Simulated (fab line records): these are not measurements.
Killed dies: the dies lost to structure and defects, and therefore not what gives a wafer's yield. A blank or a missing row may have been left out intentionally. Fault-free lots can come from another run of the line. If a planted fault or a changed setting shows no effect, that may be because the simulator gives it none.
What tool caused it?    flow nand harc    11 lots, 33 wafers sampled, at 5 steps of a route of 1159

## WHAT THE GAUGES READ, wafer by wafer
NHARC_A_M0_THK_MEAS_24: measures by xrf. Usual: thk nm reads 114.0 nm (standard deviation 1.6).
lot   measured      on             thk nm (nm)        flag
L265  day 17 11:47  film metro-02  113.0 114.4 114.6  
L268  day 17 21:41  film metro-01  113.4 115.5 112.4  
L266  day 17 22:53  film metro-02  108.9 111.1 114.3  
L270  day 18 00:14  film metro-02  114.5 116.0 114.2  
L273  day 19 13:43  film metro-01  113.5 113.0 113.5  
L272  day 19 16:37  film metro-01  114.6 114.8 114.5  
L276  day 20 13:11  film metro-02  112.7 113.6 114.0  
L280  day 21 15:04  film metro-01  115.6 113.4 114.3  
L281  day 21 21:49  film metro-01  115.4 116.1 114.8  
L279  day 21 22:13  film metro-01  115.6 115.5 116.8  
L287  day 23 10:08  film metro-02  112.7 115.3 114.7  

NHARC_END_SORT_01. Usual: defect limited yield 94.9 %, standard deviation 1.7; killed at array 31, standard deviation 12; killed at other 0.6, standard deviation 0.85; killed at periphery 3.0, standard deviation 2.3; killed dies 35, standard deviation 12; killed open 3.2, standard deviation 1.9; killed short 1.8, standard deviation 1.4; sort_bin_2_pct 1.6 %, standard deviation 0.7; sort_bin_3_pct 0.28 %, standard deviation 0.22; sort_bin_4_pct 3.3 %, standard deviation 1.2; sort n pass 642, standard deviation 12; sort rim yield pct 97.7 %, standard deviation 1.5; sort yield pct 94.9 %, standard deviation 1.7.
lot   measured      on         defect limited yield (%)  killed at array  killed at other  killed at periphery  killed dies  killed open  killed short  sort_bin_2_pct (%)  sort_bin_3_pct (%)  sort_bin_4_pct (%)  sort n pass  sort rim yield pct (%)  sort yield pct (%)  flag
L276  day 22 13:14  prober-02  91.4 92.2 93.1            55 48 42         0 0 0            3 5 5                58 53 47     4 3 4        3 1 4         1.9 1.6 2.4         0.74 0.89 0.44      5.9 5.3 4.1         619 624 630  98.1 93.4 100.0         91.4 92.2 93.1      

## WHAT TOOL EACH LOT RAN ON (gives the tool, then ch and the chambers of the sampled wafers, and finally the start)
lot   NHARC_A_BLC_STRIP_21                NHARC_A_BLC_ALD_23                   NHARC_A_M0_PVD_20
L265  rie diel-03 ch 1,2,3, day 17 06:31  ald metal-03 ch 1,2,3, day 17 07:12  pvd sputter-03, day 17 10:31
L268  rie diel-12 ch 0,1, day 17 13:39    ald metal-02 ch 0,1, day 17 14:36    pvd sputter-02, day 17 20:21
L266  rie diel-08 ch 1,2,3, day 17 14:16  ald metal-03 ch 0,1,3, day 17 15:19  pvd sputter-03, day 17 21:34
L270  rie diel-12 ch 0,2,3, day 17 15:28  ald metal-02 ch 0,1,2, day 17 16:11  pvd sputter-03, day 17 22:56
L273  rie diel-12 ch 2,3, day 19 08:18    ald metal-02 ch 1,3, day 19 08:58    pvd sputter-02, day 19 12:18
L272  rie diel-03 ch 0,2,3, day 19 11:18  ald metal-01 ch 0,2,3, day 19 12:01  pvd sputter-01, day 19 15:19
L276  rie diel-03 ch 1,2,3, day 20 07:43  ald metal-02 ch 1,3, day 20 08:23    pvd sputter-01, day 20 11:54
L280  rie diel-12 ch 0,2,3, day 21 06:59  ald metal-02 ch 0,1,3, day 21 07:40  pvd sputter-03, day 21 13:47
L281  rie diel-12 ch 2,3, day 21 14:45    ald metal-03 ch 0,1, day 21 15:25    pvd sputter-02, day 21 20:31
L279  rie diel-03 ch 0,1,2, day 21 16:02  ald metal-02 ch 0,1,2, day 21 16:49  pvd sputter-01, day 21 20:56
L287  rie diel-03 ch 0,2,3, day 22 23:56  ald metal-02 ch 1,2, day 23 00:40    pvd sputter-02, day 23 08:52
- NHARC_A_BLC_STRIP_21: strips in O2.
- NHARC_A_BLC_ALD_23: deposits TiN, target thk 3 nm, pulse time 1 s, ald cycles 150.
- NHARC_A_M0_PVD_20: deposits TaN, target thk 5 nm, time 8.06 s.

## WHAT THE TOOLS THEMSELVES READ (means of the sampled wafers that have a number; where no wafer has one, the mark that the record gives instead)
NHARC_A_BLC_STRIP_21. Usual: drypump motor current A 5.5 A, standard deviation 0.49; oes product au 1.001 a.u., standard deviation 0.0063; rf vpp V 57.6 V, standard deviation 0.89; showerhead plenum p Torr 3.48 Torr, standard deviation 0.15; throttle valve pct 17.037 %, standard deviation 0.009.
lot   tool         drypump motor current A (A)  oes product au (a.u.)  rf vpp V (V)  showerhead plenum p Torr (Torr)  throttle valve pct (%)  flag
L265  rie diel-03  5.3                          1.000                  56.8          3.37                             17.029                  
L268  rie diel-12  5.4                          1.002                  57.6          3.58                             17.054                  
L266  rie diel-08  5.5                          1.003                  58.1          3.45                             17.046                  
L270  rie diel-12  5.8                          1.001                  56.9          3.47                             17.036                  
L273  rie diel-12  6.1                          1.005                  58.6          3.39                             17.038                  
L272  rie diel-03  5.4                          0.999                  58.1          3.40                             17.040                  
L276  rie diel-03  5.3                          1.011                  58.3          3.37                             17.036                  
L280  rie diel-12  5.8                          1.003                  58.0          3.46                             17.037                  
L281  rie diel-12  5.9                          0.995                  57.2          3.48                             17.029                  
L279  rie diel-03  5.1                          1.001                  57.3          3.48                             17.026                  
L287  rie diel-03  5.4                          0.996                  56.7          3.40                             17.040                  

NHARC_A_BLC_ALD_23. Usual: heater power w 1065 W, standard deviation 99; precursor pulse height rel 1.001, standard deviation 0.018.
lot   tool          heater power w (W)  precursor pulse height rel  flag
L265  ald metal-03  1000                0.999                       
L268  ald metal-02  997                 1.002                       
L266  ald metal-03  1031                1.026                       
L270  ald metal-02  1040                1.030                       
L273  ald metal-02  1016                0.997                       
L272  ald metal-01  1131                1.012                       
L276  ald metal-02  1137                0.998                       
L280  ald metal-02  1083                0.996                       
L281  ald metal-03  1031                0.994                       
L279  ald metal-02  1064                1.006                       
L287  ald metal-02  1059                1.001                       

NHARC_A_M0_PVD_20. Usual: chamber pressure pa 0.11999 Pa, standard deviation 0.00024; throttle valve pct 30.2 %, standard deviation 1.
lot   tool            chamber pressure pa (Pa)  throttle valve pct (%)  flag
L265  pvd sputter-03  0.11987                   30.3                    
L268  pvd sputter-02  0.11983                   29.4                    
L266  pvd sputter-03  0.11999                   29.7                    
L270  pvd sputter-03  0.12007                   29.5                    
L273  pvd sputter-02  0.11999                   30.2                    
L272  pvd sputter-01  0.11983                   30.0                    
L276  pvd sputter-01  0.11999                   31.2                    
L280  pvd sputter-03  0.12015                   30.2                    
L281  pvd sputter-02  0.12014                   30.7                    
L279  pvd sputter-01  0.11982                   30.5                    
L287  pvd sputter-02  0.12005                   29.2                    

## THE ANSWER, worked out from the rows above alone
Rule: a lot counts as off when the mean over its wafers that have a number is more than 3 standard deviations away from the usual mean. A lot without any number at a reading at which 4 lots or more have one is off too. Where the step has rows for the other lots, those lots are counted as sound. The gauges are gone through in route order, then the tools' own readings, and for those a lot's mean is taken as printed above. The first step at which some lot is off is used, and at that step the reading that is off furthest; a lot without a number counts as furthest.
Nothing can be told from this: no lot is off at any reading shown.

## WHAT THE SIMULATOR PUT IN
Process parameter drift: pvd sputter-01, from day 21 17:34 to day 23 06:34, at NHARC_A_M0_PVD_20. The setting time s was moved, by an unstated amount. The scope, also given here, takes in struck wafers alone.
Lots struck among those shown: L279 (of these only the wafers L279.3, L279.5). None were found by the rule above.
